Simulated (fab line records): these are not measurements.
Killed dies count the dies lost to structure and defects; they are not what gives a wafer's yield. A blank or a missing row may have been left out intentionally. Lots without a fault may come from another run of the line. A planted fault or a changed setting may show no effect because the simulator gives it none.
fab line records	flow n5_finfet
record: lots: 9	wafers: 24	last_day: 19
route steps=1938 shown BEOL_M1@773 BEOL_M4@1111 PASSIVATION@1936
lots that met no fault: from a run of the same line without faults
start_h: start of the lot's first displayed wafer, in hours after the record's first day	wait_h: hours elapsed since this lot's preceding step	" unchanged from the row above	L1.1+2: a single row standing in for several wafers	- value missing, or start not given	* or withheld: withheld	< > ~ a bound
route shown NAME@n: a module of which the file shows steps, and the number in the route of the first	usual: the fault-free wafers' mean and standard deviation	same: alike in all rows	chamber/n: place in a boat	sites: each site's reading	_std_site: standard deviation across them	_edge_site: outer sites' mean less inner sites'	radius_mm: how far each site lies from the wafer's centre	mask NAME#n: copy n	behind: tool/chamber where the wafer was last shaped	hold: cause of the lot's hold/its duration in hours/its outcome	device: the transistor (n, p or np) that didn't switch	end of line: tests run on the same wafers once the route is complete	a step without rows: its recipe alone	killed: the dies lost at the first sort to structure and to defects; this is not the yield of the wafer	map: the dies of a wafer, with x for killed, . for not killed, _ for no die there
set.NAME: the setting as run; set.NAME@STEP: as run at that earlier step	model.NAME: the simulator's own value behind a step, which no gauge read
one table for each step of the route and one row for each wafer, over a sample of lots
services: the hour from which a tool's chamber was out of use, counted from the record's first day as start_h (under 0 if before that day), plus the number of hours and why
== steps ==
step: N5_BEOL_M1_STRIP_66
recipe: chemistry: CF4	resist: SiARC	power_w: 300	bias_power_w: 75	pressure_mtorr: 50	cf4_flow_sccm: 150	rf_frequency_hz: 6e+07
usual: drypump_motor_current_A: 5.9/0.45	oes_product_au: 0.74/0.053	power_w: 299.9/0.85	rf_vpp_V: 270.7/1.5	showerhead_plenum_p_Torr: 1.78/0.062	throttle_valve_pct: 13.7/0.3
lot.wafer	tool	chamber	start_h	wait_h	drypump_motor_current_A	oes_product_au	power_w	rf_hours_counter_h	rf_vpp_V	showerhead_plenum_p_Torr	throttle_valve_pct
L134.3	rie_diel-02	1	138.57	0.0	5.5	0.76	298.7	139	274.8	1.86	13.5
L134.4	"	2	"	"	6.6	0.80	300.3	103	268.1	1.67	13.5
L134.6	"	3	"	"	6.2	0.73	301.5	-	269.7	1.73	14.0
L132.1	rie_diel-01	3	139.62	0.0	6.3	0.70	301.3	211	269.7	1.78	13.7
L132.4	"	2	"	"	5.4	0.78	299.1	90	270.9	1.81	13.5
L132.6	"	1	"	"	5.5	0.70	301.0	-	271.9	1.79	14.1
L140.1	rie_diel-01	2	170.73	0.0	5.4	0.78	298.0	100	272.4	1.81	13.5
L140.4	"	3	"	"	6.2	0.69	299.7	219	270.8	1.78	13.7
L141.1	rie_diel-01	2	180.07	0.0	5.4	0.77	298.0	103	270.0	1.81	13.5
L141.4	"	3	"	"	6.3	0.69	300.5	223	270.8	1.77	13.7
L144.1	rie_diel-01	1	197.16	0.0	5.5	0.70	300.7	215	271.6	1.78	14.2
L144.2	"	3	"	"	6.3	0.69	300.2	228	269.8	1.77	13.7
L151.1	rie_diel-01	1	238.73	0.0	5.6	0.68	299.7	227	271.4	1.78	14.2
L151.2	"	3	"	"	6.3	0.68	299.8	240	270.7	1.77	13.7
L151.6	"	0	"	"	5.9	0.72	300.2	-	270.1	1.80	14.1
L152.2	rie_diel-01	0	247.70	0.0	5.9	0.71	299.9	215	271.2	1.80	14.1
L152.5	"	3	"	"	6.2	0.68	300.5	-	270.2	1.77	13.7
L152.6	"	0	"	"	5.9	0.72	298.9	-	271.6	1.80	14.1
L153.1	rie_diel-01	1	251.14	0.0	5.5	0.68	299.4	231	270.2	1.78	14.2
L153.2	"	0	"	"	5.9	0.71	299.2	216	269.6	1.80	14.1
L153.3	"	2	"	"	5.4	0.75	299.5	125	270.7	1.80	13.6
L155.1	rie_diel-02	2	260.96	0.0	6.6	0.76	300.6	143	268.4	1.66	13.6
L155.3	"	1	"	"	5.5	0.74	300.6	179	270.9	1.85	13.6
L155.5	"	0	"	"	6.8	0.89	299.6	-	274.1	1.88	13.0
step: N5_BEOL_M1_CD_MEAS_28
recipe: landing_energy_ev: 500	detector: se_inlens	target_cd_y_nm: 23.3
usual: cd_nm: 24.00/0.25
lot.wafer	tool	chamber	start_h	wait_h	cd_nm
L134.3	cd_sem-03	0	139.14	-	23.91
L134.4	"	0	"	"	24.35
L134.6	"	0	"	"	24.09
L132.1	cd_sem-01	0	140.29	-	23.37
L132.4	"	0	"	"	23.99
L132.6	"	0	"	"	23.41
L140.1	cd_sem-01	0	171.40	-	23.62
L140.4	"	0	"	"	23.83
L141.1	cd_sem-01	0	181.06	-	23.94
L141.4	"	0	"	"	23.96
L144.1	cd_sem-03	0	197.87	-	24.03
L144.2	"	0	"	"	23.88
L151.1	cd_sem-03	0	239.31	-	24.04
L151.2	"	0	"	"	23.87
L151.6	"	0	"	"	23.89
L152.2	cd_sem-03	0	248.51	-	23.83
L152.5	"	0	"	"	23.89
L152.6	"	0	"	"	24.03
L153.1	cd_sem-03	0	251.86	-	24.02
L153.2	"	0	"	"	24.30
L153.3	"	0	"	"	23.77
L155.1	cd_sem-03	0	261.50	-	23.61
L155.3	"	0	"	"	23.85
L155.5	"	0	"	"	23.80
step: N5_BEOL_M1_ETCH_70
recipe: chemistry: N2/H2	target: SOC	target_depth_a: 800	overetch_a: 160	mask_material: SiARC	temp_c: 40	time_s: 120	ion_energy_ev: 200	pressure_mtorr: 30	source_w: 840	bias_w: 150	n2_flow_sccm: 200	h2_flow_sccm: 200
usual: drypump_motor_current_A: 6.0/0.45	n2_flow_sccm: 200.0/0.58	oes_product_au: 0.58/0.051	rf_vpp_V: 522.9/2.9	run_length_s: 143.3/0.56	showerhead_plenum_p_Torr: 2.51/0.1	throttle_valve_pct: 17.96/0.28
lot.wafer	tool	chamber	start_h	wait_h	drypump_motor_current_A	n2_flow_sccm	oes_product_au	rf_hours_counter_h	rf_vpp_V	run_length_s	showerhead_plenum_p_Torr	throttle_valve_pct
L134.3	rie_diel-01	1	141.59	0.0	5.6	199.5	0.54	197	524.8	143.2	2.52	18.27
L134.4	"	3	"	"	6.3	200.2	0.54	211	524.1	144.2	2.52	17.99
L134.6	"	1	"	"	5.5	200.1	0.55	-	522.2	143.4	2.52	18.27
L132.1	rie_diel-02	2	142.86	0.0	6.7	200.6	0.61	104	520.0	143.2	2.36	17.86
L132.4	"	1	"	"	5.5	200.3	0.59	141	525.5	143.0	2.65	17.73
L132.6	"	2	"	"	6.7	199.1	0.61	-	518.5	143.2	2.36	17.85
L140.1	rie_diel-02	2	173.98	0.0	6.7	199.9	0.55	117	519.4	173.6	2.36	17.87
L140.4	"	1	"	"	5.5	199.6	0.52	152	525.9	173.4	2.64	17.74
L141.1	rie_diel-02	3	188.74	0.0	6.2	200.3	0.49	171	521.1	172.5	2.43	18.29
L141.4	"	0	"	"	6.8	198.5	0.65	9	528.4	173.6	2.69	17.29
L144.1	rie_diel-02	1	201.06	0.0	5.5	199.9	0.52	161	528.4	173.2	2.64	17.75
L144.2	"	3	"	"	6.2	199.5	0.55	175	522.0	142.3	2.43	18.32
L151.1	rie_diel-01	1	256.07	0.0	5.5	199.2	0.53	232	522.4	143.8	2.51	18.33
L151.2	"	0	"	"	5.9	200.9	0.55	217	522.5	143.5	2.51	18.22
L151.6	"	2	"	"	5.4	199.6	0.57	-	524.3	142.4	2.56	17.89
L153.1	rie_diel-01	1	259.15	0.0	5.5	199.6	0.53	233	521.7	143.6	2.51	18.33
L153.2	"	2	"	"	5.4	199.4	0.58	127	523.8	142.9	2.56	17.87
L153.3	"	3	"	"	6.3	200.0	0.52	246	521.3	143.8	2.51	18.01
L152.2	rie_diel-01	0	264.72	0.0	5.9	199.1	0.55	220	524.0	143.5	2.51	18.23
L152.5	"	1	"	"	5.6	200.0	0.52	-	522.9	143.4	2.51	18.35
L152.6	"	0	"	"	5.9	200.0	0.55	-	524.0	143.5	2.51	18.24
L155.1	rie_diel-02	3	269.24	0.0	6.2	200.1	0.54	192	520.8	142.3	2.42	18.35
L155.3	"	2	"	"	6.7	200.4	0.58	145	519.9	143.5	2.35	17.92
L155.5	"	2	"	"	6.7	200.2	0.59	-	518.4	143.6	2.35	17.93
step: N5_BEOL_M1_TRENCH_ETCH_37
recipe: chemistry: C4F6/O2	target_depth_a: 552.07	target: SiOC	time_s: 29	ion_energy_ev: 250	pressure_mtorr: 30	source_w: 355	bias_w: 185	Ar_flow_sccm: 300	C4F6_flow_sccm: 10	O2_flow_sccm: 10
usual: drypump_motor_current_A: 6.0/0.45	oes_product_au: 0.74/0.068	rf_vpp_V: 667/7.8	run_length_s: 52.2/0.55	showerhead_plenum_p_Torr: 2.81/0.11	throttle_valve_pct: 20.97/0.24
lot.wafer	tool	chamber	start_h	wait_h	drypump_motor_current_A	oes_product_au	rf_hours_counter_h	rf_vpp_V	run_length_s	showerhead_plenum_p_Torr	throttle_valve_pct
L134.3	rie_diel-01	1	-	-	5.6	0.71	197	673	52.6	2.82	21.33
L134.4	"	3	"	"	6.3	0.69	211	654	53.0	2.82	20.91
L134.6	"	1	"	"	5.6	0.71	-	673	52.5	2.82	21.36
L132.1	rie_diel-02	2	-	-	6.6	0.80	105	661	52.9	2.66	20.94
L132.4	"	1	"	"	5.5	0.75	141	676	52.0	2.97	20.82
L132.6	"	2	"	"	6.6	0.80	-	661	52.2	2.66	20.93
L140.1	rie_diel-02	2	-	-	6.6	0.78	117	661	52.8	2.66	20.94
L140.4	"	1	"	"	5.5	0.75	153	674	52.0	2.96	20.82
L141.1	rie_diel-02	3	-	-	6.2	0.71	171	661	51.5	2.72	21.27
L141.4	"	0	"	"	6.7	0.94	9	662	52.1	3.03	20.44
L144.1	rie_diel-02	1	-	-	5.6	0.75	161	674	52.2	2.96	20.85
L144.2	"	3	"	"	6.2	0.71	175	660	52.1	2.72	21.27
L151.1	rie_diel-01	1	-	-	5.5	0.68	232	671	52.2	2.80	21.39
L151.2	"	0	"	"	5.9	0.70	217	672	52.5	2.80	21.19
L151.6	"	2	"	"	5.4	0.75	-	673	51.4	2.86	20.86
L153.1	rie_diel-01	1	-	-	5.5	0.68	233	671	52.6	2.80	21.41
L153.2	"	2	"	"	5.4	0.75	127	674	51.4	2.86	20.87
L153.3	"	3	"	"	6.3	0.67	246	653	52.6	2.81	20.96
L152.2	rie_diel-01	0	-	-	5.9	0.70	220	671	52.4	2.80	21.20
L152.5	"	1	"	"	5.5	0.68	-	672	52.4	2.80	21.41
L152.6	"	0	"	"	5.9	0.71	-	671	52.4	2.80	21.19
L155.1	rie_diel-02	3	-	-	6.2	0.70	192	660	51.6	2.71	21.30
L155.3	"	2	"	"	6.7	0.76	145	661	52.4	2.65	20.98
L155.5	"	2	"	"	6.7	0.77	-	660	52.4	2.65	20.98
step: N5_BEOL_M4_RC_MEAS_101
usual: DIBL_N: 36.4/1.9	DIBL_P: 35.8/2.1	IOFF_N: 0.158/0.029	IOFF_P: 0.21/0.035	ION_N: 676/14	ION_P: 465/9.7	SS_N: 71.5/0.66	SS_P: 73.4/0.7	VT_N: 249.8/3	VT_P: -250/3.3
lot.wafer	tool	chamber	start_h	wait_h	DIBL_N[mV/V]	DIBL_P[mV/V]	IOFF_N[nA/um]	IOFF_P[nA/um]	ION_N[uA/um]	ION_P[uA/um]	SS_N[mV/dec]	SS_P[mV/dec]	VT_N[mV]	VT_P[mV]
L132.1	prober-01	0	202.33	0.0	38.5	39.9	0.219	0.27	677	463	71.9	75.0	242.7	-249
L132.4	"	0	"	"	37.8	36.8	0.196	0.21	677	455	72.8	73.8	249.7	-251
L132.6	"	0	"	"	37.9	37.4	0.190	0.21	665	452	72.8	74.1	250.0	-253
L134.3	prober-02	0	202.43	0.3	38.1	37.1	0.194	0.26	698	479	71.5	73.5	243.8	-245
L134.4	"	0	"	"	37.7	36.5	0.180	0.25	703	489	71.7	73.9	246.4	-247
L134.6	"	0	"	"	35.1	33.8	0.139	0.21	691	482	70.8	72.7	249.2	-247
L140.1	prober-02	0	242.22	0.0	36.7	36.4	0.161	0.22	684	468	72.4	73.9	250.9	-247
L140.4	"	0	"	"	37.8	36.6	0.167	0.23	667	461	72.5	73.8	252.5	-246
L141.1	prober-01	0	244.14	0.0	38.3	38.8	0.204	0.30	678	472	72.6	74.8	246.1	-246
L141.4	"	0	"	"	34.2	35.3	0.135	0.23	686	482	71.4	73.7	250.5	-246
L144.1	prober-02	0	276.91	0.0	38.2	38.0	0.187	0.21	678	465	72.9	73.3	248.1	-250
L144.2	"	0	"	"	33.7	33.5	0.113	0.15	663	456	70.5	71.4	253.5	-253
L151.1	prober-02	0	324.59	0.0	37.4	37.4	0.166	0.20	686	465	72.2	73.7	249.1	-254
L151.2	"	0	"	"	34.5	32.9	0.117	0.15	664	452	71.0	72.8	253.6	-256
L151.6	"	0	"	"	38.1	38.2	0.185	0.22	688	465	71.3	73.6	248.7	-253
L153.1	prober-01	0	329.04	0.0	36.4	37.0	0.159	0.23	691	473	70.7	73.3	250.1	-250
L153.2	"	0	"	"	37.4	37.0	0.168	0.22	676	466	71.6	73.9	248.1	-250
L153.3	"	0	"	"	35.7	35.5	0.139	0.21	679	472	71.5	73.3	253.4	-250
L152.2	prober-02	0	329.41	0.2	38.4	37.8	0.196	0.23	676	461	72.1	73.7	247.2	-247
L152.5	"	0	"	"	35.8	33.4	0.134	0.17	666	454	70.3	72.7	250.9	-251
L152.6	"	0	"	"	39.0	37.1	0.208	0.23	665	457	72.7	73.9	247.2	-250
L155.1	prober-01	0	346.11	0.0	33.6	33.7	0.126	0.18	668	463	72.0	72.9	252.8	-250
L155.3	"	0	"	"	31.6	31.8	0.110	0.16	667	462	70.6	72.2	253.3	-254
L155.5	"	0	"	"	30.2	30.0	0.091	0.14	652	455	70.8	71.9	257.4	-254
step: N5_PASSIVATION_PROBE_49
usual: defect_limited_yield: 91.3/1.3	killed_at_M0_to_M3: 34/9.1	killed_at_M4_up: 14/5.6	killed_at_contacts: 13/5.9	killed_at_front_end: 39/11	killed_at_other: 3.6/3	killed_dies: 102/16	killed_open: 68/12	killed_short: 33/7.3	sort_bin_4_leakage: 0.00/0.01	sort_bin_5_function: 5.2/0.89	sort_bin_6_memory: 3.2/0.68	sort_n_pass: 1078/16	sort_yield_pct: 91.3/1.3
same: gross_dies: 1180	killed_at_back_side: 0	sort_bin_8_speed[%]: 0
lot.wafer	tool	chamber	start_h	wait_h	defect_limited_yield[%]	killed_at_M0_to_M3	killed_at_M4_up	killed_at_contacts	killed_at_front_end	killed_at_other	killed_dies	killed_open	killed_short	sort_bin_4_leakage[%]	sort_bin_5_function[%]	sort_bin_6_memory[%]	sort_n_pass	sort_yield_pct[%]
L132.1	prober-02	-	309.24	0.0	91.2	39	11	11	42	1	104	69	35	0	5.3	3.0	1076	91.2
L132.4	prober-02	-	309.39	0.2	92.0	17	18	7	46	6	94	56	38	0	4.7	3.0	1086	92.0
L132.6	prober-02	-	309.49	0.3	91.0	28	14	8	49	7	106	75	27	0	4.9	3.6	1074	91.0
L134.3	prober-02	-	313.52	0.1	91.9	28	8	5	47	8	96	60	34	0	4.7	3.4	1084	91.9
L134.4	prober-02	-	313.57	0.2	90.3	37	11	8	52	6	114	71	42	0	6.4	2.9	1066	90.3
L134.6	prober-02	-	313.67	0.3	89.9	40	16	13	48	2	119	85	33	0	5.3	4.5	1061	89.9
L140.1	prober-01	-	347.27	0.0	89.6	43	13	5	54	8	123	87	36	0	7.2	3.1	1057	89.6
L140.4	prober-01	-	347.42	0.2	91.8	46	13	9	26	3	97	60	37	0	4.3	3.8	1083	91.8
L144.1	prober-02	-	381.00	0.0	92.1	33	18	8	30	4	93	61	32	0	4.6	3.1	1087	92.1
L144.2	prober-02	-	381.05	0.1	93.4	32	9	4	29	4	78	45	33	0	4.1	2.4	1102	93.4
L152.2	prober-02	-	439.32	0.1	91.6	49	7	13	27	3	99	73	24	0	4.4	3.8	1081	91.6
L152.5	prober-02	-	439.47	0.2	92.4	23	11	15	38	3	90	68	21	0	4.9	2.5	1090	92.4
L152.6	prober-02	-	439.52	0.3	92.2	27	7	28	23	7	92	59	33	0	4.5	3.0	1088	92.2
killed by level:class
L132.1 FIN_SAQP:geometric_particle:short=15 BEOL_M2:geometric_particle:open=12 MOL_CONTACT_COAG:geometric_particle:open=9 FIN_SAQP:geometric_particle:open=7 BEOL_M1:geometric_particle:open=7 BEOL_M3:geometric_particle:open=7 BEOL_M0_SAQP:geometric_particle:open=5 STI_FIN_REVEAL:geometric_particle:open=4
L132.4 STI_FIN_REVEAL:geometric_particle:open=13 FIN_SAQP:geometric_particle:open=7 FIN_SAQP:geometric_particle:short=7 MOL_CONTACT_COAG:geometric_particle:open=7 BEOL_M0_SAQP:geometric_particle:short=7 BEOL_M4:geometric_particle:short=7 GATE_CUT:geometric_particle:short=5 BEOL_M5:geometric_particle:open=3
L132.6 BEOL_M2:geometric_particle:open=13 STI_FIN_REVEAL:geometric_particle:open=12 MOL_CONTACT_COAG:geometric_particle:open=8 FIN_SAQP:geometric_particle:short=7 BEOL_M4:geometric_particle:open=6 GATE_CUT:geometric_particle:short=5 BEOL_M3:geometric_particle:open=5 BEOL_M0_SAQP:geometric_particle:open=4
L134.3 STI_FIN_REVEAL:geometric_particle:open=15 GATE_CUT:geometric_particle:short=8 STI_FIN_REVEAL:geometric_particle:short=7 BEOL_M0_SAQP:geometric_particle:open=5 BEOL_M1:geometric_particle:open=5 BEOL_M3:geometric_particle:open=5 DUMMY_GATE:geometric_particle:open=4 BEOL_M2:geometric_particle:open=4
L134.4 FIN_SAQP:geometric_particle:short=12 STI_FIN_REVEAL:geometric_particle:open=12 BEOL_M1:geometric_particle:open=8 BEOL_M2:geometric_particle:open=8 FIN_SAQP:geometric_particle:open=7 MOL_CONTACT_COAG:geometric_particle:open=7 BEOL_M3:geometric_particle:open=6 BEOL_M0_SAQP:geometric_particle:short=5
L134.6 BEOL_M2:geometric_particle:open=11 BEOL_M4:geometric_particle:open=11 STI_FIN_REVEAL:geometric_particle:open=10 GATE_CUT:geometric_particle:short=10 MOL_CONTACT_COAG:geometric_particle:open=10 GATE_CUT:geometric_particle:open=9 BEOL_M3:geometric_particle:open=7 BEOL_M0_SAQP:geometric_particle:open=6
L140.1 FIN_SAQP:geometric_particle:open=15 FIN_SAQP:geometric_particle:short=15 BEOL_M2:geometric_particle:open=13 BEOL_M3:geometric_particle:open=9 DUMMY_GATE:geometric_particle:open=7 BEOL_M0_SAQP:geometric_particle:open=7 BEOL_M4:geometric_particle:open=6 MOL_CONTACT_COAG:geometric_particle:open=5
L140.4 FIN_SAQP:geometric_particle:open=8 BEOL_M1:geometric_particle:open=8 BEOL_M0_SAQP:geometric_particle:open=8 BEOL_M0_SAQP:geometric_particle:short=8 BEOL_M2:geometric_particle:open=7 MOL_CONTACT_COAG:geometric_particle:open=6 BEOL_M0:geometric_particle:short=5 BEOL_M1:geometric_particle:short=4
L144.1 BEOL_M2:geometric_particle:open=15 BEOL_M4:geometric_particle:open=8 FIN_SAQP:geometric_particle:open=6 STI_FIN_REVEAL:geometric_particle:open=6 BEOL_M3:geometric_particle:open=6 MOL_CONTACT_COAG:geometric_particle:open=5 BEOL_M4:geometric_particle:short=5 FIN_SAQP:geometric_particle:short=4
L144.2 BEOL_M2:geometric_particle:open=8 GATE_CUT:geometric_particle:short=6 BEOL_M0_SAQP:geometric_particle:short=6 BEOL_M3:geometric_particle:open=6 FIN_SAQP:geometric_particle:short=5 BEOL_M0_SAQP:geometric_particle:open=5 FIN_SAQP:geometric_particle:open=4 BEOL_M4:geometric_particle:open=4
L152.2 BEOL_M2:geometric_particle:open=18 BEOL_M3:geometric_particle:open=13 MOL_CONTACT_COAG:geometric_particle:open=12 STI_FIN_REVEAL:geometric_particle:open=8 FIN_SAQP:geometric_particle:short=7 BEOL_M0_SAQP:geometric_particle:open=6 BEOL_M1:geometric_particle:open=4 BEOL_M3:geometric_particle:short=4
L152.5 MOL_CONTACT_COAG:geometric_particle:open=13 FIN_SAQP:geometric_particle:open=10 STI_FIN_REVEAL:geometric_particle:open=7 BEOL_M4:geometric_particle:open=6 BEOL_M1:geometric_particle:open=6 FIN_SAQP:geometric_particle:short=5 ILD0:geometric_particle:open=4 BEOL_M0_SAQP:geometric_particle:open=4
L152.6 MOL_CONTACT_COAG:geometric_particle:open=24 BEOL_M3:geometric_particle:open=8 BEOL_M0_SAQP:geometric_particle:short=5 FIN_SAQP:geometric_particle:open=4 ILD0:geometric_particle:open=4 MOL_CONTACT_COAG:geometric_particle:short=4 BEOL_M1:geometric_particle:open=4 STARTING-WAFER:geometric_particle:short=4
== services ==
tool	chamber	start_h	hours	kind
rie_diel-02	2	130.94	1.8	repair
rie_diel-02	0	143.18	-	clean
rie_diel-02	0	143.18	-	consumable_replace:focus_ring
rie_diel-02	0	143.18	-	consumable_replace:showerhead
rie_diel-02	0	143.18	14.2	scheduled_down
rie_diel-02	0	143.18	14.2	vent_cycle
rie_diel-01	-	153.03	1.0	repair
rie_diel-02	0	199.21	4.1	repair
rie_diel-02	3	237.17	2.9	repair
== key ==
first_sign: step: N5_BEOL_M1_ETCH_70	reading: run_length_s	direction: up	sigmas: 54	usual: *	struck: *
effect none on later readings
met_at N5_BEOL_M1_ETCH_70
struck_lots L140,L141,L144
struck_wafers L140.1,L140.4,L141.1,L141.4,L144.1
not_acting_at N5_BEOL_M1_STRIP_66,N5_BEOL_M1_CD_MEAS_28,N5_BEOL_M1_TRENCH_ETCH_37
onset_between 142.86 173.98
fault: kind: process_parameter_drift	tool: rie_diel-02	chamber: -	onset_h: 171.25	steps: N5_BEOL_M1_ETCH_70	channel: time_s	offset: *	shape: step	end_h: 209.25	scope: struck_wafers_only	acts_in: *	stated: *
